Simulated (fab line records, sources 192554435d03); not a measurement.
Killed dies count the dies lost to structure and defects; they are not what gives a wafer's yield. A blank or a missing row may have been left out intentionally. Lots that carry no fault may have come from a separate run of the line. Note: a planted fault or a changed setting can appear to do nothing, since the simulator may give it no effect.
fab line records    flow n5-finfet    part 2 of 2: steps 22 to 31 of 31
record: lots: 5  wafers: 15  last-day: 20
route steps=1938 shown BEOL_M3@958
lots that met no fault: taken from a fault-free run of the same line
start-h: start of the lot's first displayed wafer, in hours after the record's first day    wait-h: how many hours have passed since the lot's step before this one    " same as the row above    L1.1+2: a single row standing in for several wafers    - either no value or no given start    * or withheld: withheld    < > ~ a bound
route shown NAME@n: a module of which the file shows steps, and the number in the route of the first    usual: the fault-free wafers' mean and standard deviation    same: alike in all rows    chamber/n: place in a boat    sites: readings site by site    _std_site: the values' standard deviation    _edge_site: the outer-site mean with the inner-site mean subtracted    radius-mm: how far each site lies from the wafer's centre    mask NAME#n: copy n    behind: the tool/chamber that last shaped the wafer    hold: cause of the lot's hold/its duration in hours/its outcome    device: whichever transistor did not switch (one of n, p or np)    end of line: at the end of the route, the tests of the same wafers    step lacking rows: just its recipe    killed: count of dies lost to structure and defects at first sort (not the wafer's yield)    map: a wafer's dies, x killed, . not, _ none there
set.NAME: the setting that was run; set.NAME@STEP: the one run at that earlier step    model.NAME: the simulator's own value behind a step, which no gauge read
a table for each step, a row for each wafer; lots at some steps of the route
services: from which hour (start-h, from the record's first day; less than 0 if before it) a tool's chamber was out of use, for how many hours, and why
== steps ==
step: N5_BEOL_M3_STRIP_36
recipe: chemistry: N2/H2  power-w: 450  temp-c: 40  pressure-mtorr: 20  rf-frequency-hz: 6e+07  overash-fraction: 0.3  bias-power-w: 7  h2-frac: 0.5  n2-flow-sccm: 200  h2-flow-sccm: 200
usual: drypump-motor-current-A: 5.6/0.38  oes-product-au: 0.77/0.064  rf-vpp-V: 59.1/1.5  showerhead-plenum-p-Torr: 2.53/0.092  throttle-valve-pct: 23.68/0.3
lot.wafer  tool         chamber  start-h  wait-h  drypump-motor-current-A  oes-product-au  rf-hours-counter-h  rf-vpp-V  showerhead-plenum-p-Torr  throttle-valve-pct
L076.2     rie-diel-02  0        188.20   0.0     5.6                      0.81            101                 58.4      2.47                      23.74
L076.3     "            1        "        "       5.5                      0.86            65                  58.8      2.67                      23.35
L076.6     "            3        "        "       5.7                      0.74            -                   60.6      2.40                      23.53
L079.2     rie-diel-03  2        197.87   0.0     5.4                      0.66            222                 60.3      2.60                      23.77
L079.3     "            0        "        "       6.0                      0.87            38                  56.5      2.62                      24.13
L079.5     "            1        "        "       6.4                      0.76            -                   60.7      2.53                      23.36
L091.2     rie-diel-03  0        283.75   0.0     6.0                      0.82            64                  59.2      2.61                      24.18
L091.3     "            3        "        "       4.9                      0.73            199                 59.9      2.63                      24.23
L091.6     "            3        "        "       4.9                      0.72            -                   59.0      2.63                      24.22
L090.2     rie-diel-02  0        291.91   0.0     5.5                      0.78            132                 56.1      2.46                      23.77
L090.4     "            1        "        "       5.4                      0.82            100                 59.8      2.66                      23.40
L090.6     "            1        "        "       5.4                      0.82            -                   61.9      2.66                      23.40
L093.1     rie-diel-02  3        302.27   0.0     5.7                      0.72            234                 58.7      2.39                      23.56
L093.2     "            2        "        "       5.5                      0.71            215                 60.2      2.49                      23.61
L093.5     "            3        "        "       5.7                      0.71            -                   57.0      2.39                      23.55
step: N5_BEOL_M3_TRENCH_ETCH_37
recipe: chemistry: C4F6/O2  target-depth-a: 555.55  target: SiOC  time-s: 29.2  ion-energy-ev: 250  pressure-mtorr: 30  source-w: 355  bias-w: 185  Ar_flow_sccm: 300  C4F6_flow_sccm: 10  O2_flow_sccm: 10
usual: drypump-motor-current-A: 5.6/0.38  oes-product-au: 0.77/0.061  rf-vpp-V: 662/15  showerhead-plenum-p-Torr: 2.84/0.1  throttle-valve-pct: 20.86/0.18
lot.wafer  tool         chamber  start-h  wait-h  drypump-motor-current-A  oes-product-au  rf-hours-counter-h  rf-vpp-V  showerhead-plenum-p-Torr  throttle-valve-pct
L076.2     rie-diel-02  0        -        -       5.5                      0.80            101                 644       2.75                      20.66
L076.3     "            1        "        "       5.4                      0.86            65                  676       3.00                      20.61
L076.6     "            3        "        "       5.7                      0.73            -                   655       2.69                      20.87
L079.2     rie-diel-03  2        -        -       5.4                      0.69            222                 666       2.93                      20.97
L079.3     "            0        "        "       6.0                      0.86            38                  683       2.89                      20.74
L079.5     "            1        "        "       6.4                      0.78            -                   674       2.85                      20.87
L091.2     rie-diel-03  0        -        -       6.0                      0.83            64                  681       2.88                      20.75
L091.3     "            3        "        "       4.9                      0.74            199                 664       2.94                      21.20
L091.6     "            3        "        "       4.9                      0.73            -                   667       2.94                      21.21
L090.2     rie-diel-02  0        -        -       5.5                      0.78            132                 646       2.74                      20.70
L090.4     "            1        "        "       5.4                      0.82            100                 676       2.99                      20.68
L090.6     "            1        "        "       5.5                      0.81            -                   674       2.99                      20.69
L093.1     rie-diel-02  3        -        -       5.7                      0.70            234                 655       2.67                      20.95
L093.2     "            2        "        "       5.5                      0.73            215                 642       2.83                      20.97
L093.5     "            3        "        "       5.7                      0.70            -                   655       2.68                      20.94
step: N5_BEOL_M3_ETCH_41
recipe: chemistry: CH3F/O2  target: SiCN  target-depth-a: 299  taper-deg: 2  time-s: 52.5  ion-energy-ev: 120  mask-material: TiN  pressure-mtorr: 30  source-w: 395  bias-w: 75  Ar_flow_sccm: 150  CH3F_flow_sccm: 30  O2_flow_sccm: 20
usual: drypump-motor-current-A: 5.6/0.38  oes-product-au: 0.77/0.061  rf-vpp-V: 297.2/1.6  showerhead-plenum-p-Torr: 2.00/0.075  throttle-valve-pct: 16.34/0.19
lot.wafer  tool         chamber  start-h  wait-h  drypump-motor-current-A  oes-product-au  rf-hours-counter-h  rf-vpp-V  showerhead-plenum-p-Torr  throttle-valve-pct
L076.2     rie-diel-02  0        -        -       5.5                      0.80            101                 296.6     1.93                      16.15
L076.3     "            1        "        "       5.4                      0.86            65                  300.6     2.11                      16.05
L076.6     "            3        "        "       5.7                      0.72            -                   295.5     1.89                      16.44
L079.2     rie-diel-03  2        -        -       5.4                      0.68            222                 299.1     2.06                      16.48
L079.3     "            0        "        "       6.0                      0.86            38                  298.3     2.03                      16.15
L079.5     "            1        "        "       6.5                      0.77            -                   298.3     2.00                      16.35
L091.2     rie-diel-03  0        -        -       6.0                      0.83            64                  298.2     2.02                      16.19
L091.3     "            3        "        "       4.9                      0.73            199                 299.0     2.06                      16.63
L091.6     "            3        "        "       4.9                      0.73            -                   298.3     2.06                      16.63
L090.2     rie-diel-02  0        -        -       5.5                      0.78            132                 294.7     1.92                      16.22
L090.4     "            1        "        "       5.4                      0.82            100                 300.2     2.10                      16.13
L090.6     "            1        "        "       5.4                      0.82            -                   299.9     2.10                      16.14
L093.1     rie-diel-02  3        -        -       5.6                      0.70            234                 294.6     1.87                      16.50
L093.2     "            2        "        "       5.5                      0.72            215                 296.8     1.99                      16.46
L093.5     "            3        "        "       5.6                      0.69            -                   296.5     1.87                      16.51
step: N5_BEOL_M3_STRIP_97
recipe: chemistry: N2/H2  time-s: 10  power-w: 450  temp-c: 40  pressure-mtorr: 20  rf-frequency-hz: 6e+07  bias-power-w: 7  n2-flow-sccm: 200  h2-flow-sccm: 200
usual: drypump-motor-current-A: 5.6/0.38  oes-product-au: 0.77/0.065  rf-vpp-V: 59.1/0.91  showerhead-plenum-p-Torr: 2.53/0.092  throttle-valve-pct: 23.68/0.3
lot.wafer  tool         chamber  start-h  wait-h  drypump-motor-current-A  oes-product-au  rf-hours-counter-h  rf-vpp-V  showerhead-plenum-p-Torr  throttle-valve-pct
L076.2     rie-diel-02  0        -        -       5.5                      0.81            101                 57.5      2.47                      23.72
L076.3     "            1        "        "       5.5                      0.85            65                  59.2      2.67                      23.36
L076.6     "            3        "        "       5.7                      0.74            -                   57.3      2.40                      23.52
L079.2     rie-diel-03  2        -        -       5.4                      0.68            222                 58.8      2.60                      23.73
L079.3     "            0        "        "       6.0                      0.87            38                  59.0      2.62                      24.14
L079.5     "            1        "        "       6.4                      0.78            -                   58.2      2.53                      23.36
L091.2     rie-diel-03  0        -        -       6.0                      0.84            64                  59.2      2.61                      24.17
L091.3     "            3        "        "       4.9                      0.72            199                 58.7      2.63                      24.22
L091.6     "            3        "        "       4.9                      0.72            -                   58.5      2.63                      24.22
L090.2     rie-diel-02  0        -        -       5.6                      0.79            132                 60.7      2.46                      23.74
L090.4     "            1        "        "       5.4                      0.81            100                 59.2      2.66                      23.40
L090.6     "            1        "        "       5.4                      0.82            -                   58.6      2.66                      23.40
L093.1     rie-diel-02  3        -        -       5.7                      0.71            234                 58.9      2.39                      23.56
L093.2     "            2        "        "       5.5                      0.70            216                 59.2      2.49                      23.60
L093.5     "            3        "        "       5.7                      0.71            -                   58.5      2.39                      23.55
step: N5_BEOL_M3_OCD_MEAS_38
usual: trench-depth-nm: 55.3/1.5
lot.wafer  tool    chamber  start-h  wait-h  trench-depth-nm
L076.2     ocd-01  -        188.40   -       54.2
L076.3     "       -        "        "       56.7
L076.6     "       -        "        "       53.8
L079.2     ocd-02  -        198.07   -       56.6
L079.3     "       -        "        "       53.7
L079.5     "       -        "        "       57.1
L091.2     ocd-02  -        283.94   -       55.2
L091.3     "       -        "        "       55.8
L091.6     "       -        "        "       56.7
L090.2     ocd-02  -        292.10   -       54.7
L090.4     "       -        "        "       56.8
L090.6     "       -        "        "       57.8
L093.1     ocd-02  -        302.47   -       53.7
L093.2     "       -        "        "       56.9
L093.5     "       -        "        "       53.5
step: N5_BEOL_M3_HM_STRIP_39
recipe: chemistry: peroxide-tin-strip  material: TiN  target-depth-a: 250  temp-c: 50  time-s: 158
lot.wafer   tool          chamber  start-h  wait-h
L076.2+3+6  wet-bench-03  5,0,2    188.43   0.0
L079.2+3+5  wet-bench-01  5,6,4    198.10   0.0
L091.2+3+6  wet-bench-06  2,7,4    283.97   0.0
L090.2+4+6  wet-bench-01  7,1,4    292.13   0.0
L093.1+2+5  wet-bench-01  7,0,4    302.50   0.0
step: N5_BEOL_M3_SRD_40
recipe: time-s: 30  temp-c: 23  rinse-liquid: diw  dry: ipa-marangoni
lot.wafer   tool          chamber  start-h  wait-h
L076.2+3+6  wet-bench-03  5,0,2    188.47   0.0
L079.2+3+5  wet-bench-01  5,6,4    198.15   0.0
L091.2+3+6  wet-bench-06  2,7,4    284.02   0.0
L090.2+4+6  wet-bench-01  7,1,4    292.19   0.0
L093.1+2+5  wet-bench-01  7,0,4    302.54   0.0
step: N5_BEOL_M3_PRECLEAN_42
recipe: chemistry: residue-remover  time-s: 60  temp-c: 40
lot.wafer   tool          chamber  start-h  wait-h
L076.2+3+6  wet-bench-03  5,0,2    188.49   0.0
L079.2+3+5  wet-bench-01  5,6,4    198.16   0.0
L091.2+3+6  wet-bench-06  2,7,4    284.04   0.0
L090.2+4+6  wet-bench-01  7,1,4    292.20   0.0
L093.1+2+5  wet-bench-01  7,0,4    302.56   0.0
step: N5_BEOL_M3_SRD_43
recipe: time-s: 30  temp-c: 23  rinse-liquid: diw  dry: ipa-marangoni
lot.wafer   tool          chamber  start-h  wait-h
L076.2+3+6  wet-bench-03  5,0,2    188.51   0.0
L079.2+3+5  wet-bench-01  5,6,4    198.18   0.0
L091.2+3+6  wet-bench-06  2,7,4    284.05   0.0
L090.2+4+6  wet-bench-01  7,1,4    292.22   0.0
L093.1+2+5  wet-bench-01  7,0,4    302.58   0.0
step: N5_BEOL_M3_CD_MEAS_35
recipe: target-cd-nm: 18  target-cd-y-nm: 21  polarity: opening
usual: cd-nm: 18.1/0.44
lot.wafer  tool       chamber  start-h  wait-h  cd-nm
L076.2     cd-sem-01  -        188.55   0.0     18.5
L076.3     "          -        "        "       18.0
L076.6     "          -        "        "       18.8
L079.2     cd-sem-03  -        198.22   0.0     18.2
L079.3     "          -        "        "       17.9
L079.5     "          -        "        "       18.6
L091.2     cd-sem-01  -        284.09   0.0     18.4
L091.3     "          -        "        "       18.8
L091.6     "          -        "        "       19.0
L090.2     cd-sem-03  -        292.27   0.0     17.7
L090.4     "          -        "        "       18.2
L090.6     "          -        "        "       17.9
L093.1     cd-sem-03  -        302.62   0.0     17.7
L093.2     "          -        "        "       18.5
L093.5     "          -        "        "       17.7
== services ==
tool            chamber  start-h  hours  kind
euv-scanner-02  -        153.68   1.0    pm
rie-diel-02     2        162.48   6.6    repair
rie-diel-06     3        163.11   4.1    repair
euv-scanner-01  -        169.38   1.0    pm
rie-diel-03     3        200.07   23.7   repair
euv-scanner-02  -        209.83   1.0    pm
rie-diel-03     2        220.43   3.6    repair
euv-scanner-01  -        225.53   1.0    pm
rie-diel-02     3        230.01   2.4    repair
rie-diel-02     0        252.10   6.5    repair
euv-scanner-02  -        259.35   4.0    repair
ald-sin-03      -        262.75   2.2    repair
euv-scanner-02  -        263.37   4.6    pm
ald-sin-02      -        269.44   14.0   pm
euv-scanner-01  -        272.72   2.7    repair
ald-sin-04      1        274.63   2.9    repair
euv-scanner-01  -        281.68   1.0    pm
rie-diel-03     2        285.40   -      clean
rie-diel-03     2        285.40   -      consumable-replace:focus-ring
rie-diel-03     2        285.40   16.3   scheduled-down
rie-diel-03     2        285.40   16.3   vent-cycle
ald-sin-02      0        292.14   10.9   repair
euv-scanner-01  -        292.69   4.6    pm
ald-sin-03      -        297.66   1.1    repair
